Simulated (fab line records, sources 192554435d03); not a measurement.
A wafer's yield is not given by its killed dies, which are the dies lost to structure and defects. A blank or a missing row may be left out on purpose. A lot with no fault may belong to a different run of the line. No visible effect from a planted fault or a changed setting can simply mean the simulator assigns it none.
A lot that was struck, set against a sound lot    flow n5 finfet    35 out of 1938 route steps
Sound: wafers L559.2, L559.3, L559.5. The struck wafers were L561.1, L561.4, L561.6. The cause comes at the end.
Per side, at each step with rows, come the tool, then ch with its chambers, and then its first start. Under that, the readings that differ: sound wafers    struck wafers    difference of the means    sigmas: that difference in standard deviations of wafers without a fault.
alike: a reading whose means differ by less than 2 such deviations, as well as words and numbers matching on both sides. not compared: withheld readings; readings where some wafer has no value; bounds like >300 that might hide an equal value; numbers whose values overlap and for which the record gives no deviation.
The two part at a step that has a row with sigmas, a row that says differs or no value, or rows on one side only. Numbers that don't overlap but have no deviation are shown without sigmas and don't part them. A reading missing from all wafers of one side parts the sides only when that side holds two or more wafers.

first, 11 steps without rows for these wafers: N5_BEOL_M7_HM_STRIP_39 (strips TiN in peroxide tin strip, target depth 25 nm, time 158 s); N5_BEOL_M7_SRD_40 (time 30 s); N5_BEOL_M7_PRECLEAN_42 (cleans in residue remover, time 60 s); N5_BEOL_M7_SRD_43 (time 30 s); N5_BEOL_M7_CURE_75 (cures SiCOH lowk, time 120 s); N5_BEOL_M7_DEGAS_44 (time 60 s); N5_BEOL_M7_PRE_CLEAN_45 (time 30 s); N5_BEOL_M7_ALD_77 (deposits TaN, target thk 2 nm, pulse time 2 s, purge time 3 s); N5_BEOL_M7_SURFACE_TREAT_79; N5_BEOL_M7_CVD_78 (deposits Co from CCTBA/H2, target thk 2 nm, time 142.3 s); N5_BEOL_M7_SPUTTER_48 (material Cu, target thk 10 nm, time 1.667 s).
N5_BEOL_M7_ECD_50: material Cu, target thk 300 nm.
  sound on ecd cu-02 ch 0,1, day 9 19:21; struck on ecd cu-02 ch 0,1, day 11 14:03
then, 22 steps without rows for these wafers: N5_BEOL_M7_ANNEAL_51 (time 90 s); N5_BEOL_M7_CMP_52 (polishes, stops on SiCOH lowk, t overpolish 6.9 s, target thk 80 nm); N5_BEOL_M7_PRE_CLEAN_55 (time 15 s); N5_BEOL_M7_DEP_56 (deposits SiCN from 3MS/NH3, target thk 10 nm, time 17.5 s); N5_BEOL_M8_ILD_DEP_00 (deposits SiCOH lowk from DEMS/porogen, target thk 179.75 nm, time 33.4 s); N5_BEOL_M8_CURE_74 (cures SiCOH lowk, time 240 s); N5_BEOL_M8_PECVD_70 (deposits SiO2 from TEOS/O2, target thk 20 nm, time 22.7 s); N5_BEOL_M8_HM_DEP_02 (deposits TiN, target thk 20 nm); N5_BEOL_M8_COAT_59 (time 60 s, resist thk 100 nm); N5_BEOL_M8_COAT_60 (time 60 s, resist thk 35 nm); N5_BEOL_M8_COAT_05 (resist thk 90 nm); N5_BEOL_M8_EBR_07; N5_BEOL_M8_SOFTBAKE_06 (time 60 s); N5_BEOL_M8_EXPOSE_08 (exposes mask M8); N5_BEOL_M8_PEB_09 (peb time 60 s); N5_BEOL_M8_DEVELOP_10 (develop time 30 s); N5_BEOL_M8_DESCUM_16 (chemistry O2, time 7.9 s); N5_BEOL_M8_ETCH_61 (etches SiARC in CF4, target depth 45.5 nm, time 75.8 s); N5_BEOL_M8_ETCH_62 (etches SOC in N2/H2, target depth 110 nm, overetch 22 nm, time 165 s); N5_BEOL_M8_STRIP_68 (strips in N2/H2); N5_BEOL_M8_STRIP_67 (strips in CF4); N5_BEOL_M8_HM_OPEN_17 (chemistry Cl2/BCl3, target TiN, target depth 20 nm, overetch 6 nm).
-- record jumps: 3 days separate the struck wafers' starts on either side; left off in module BEOL_M8, taken up again in module PASSIVATION, whose first shown step is the route's number 1936 --
N5_PASSIVATION_PROBE_49:
  only the struck wafers here have rows in the record (prober-01, day 14 18:54); the sound ones have none

## WHERE THEY PART
N5_PASSIVATION_PROBE_49 only, going by this record.

WHY: what had been put in by the simulator
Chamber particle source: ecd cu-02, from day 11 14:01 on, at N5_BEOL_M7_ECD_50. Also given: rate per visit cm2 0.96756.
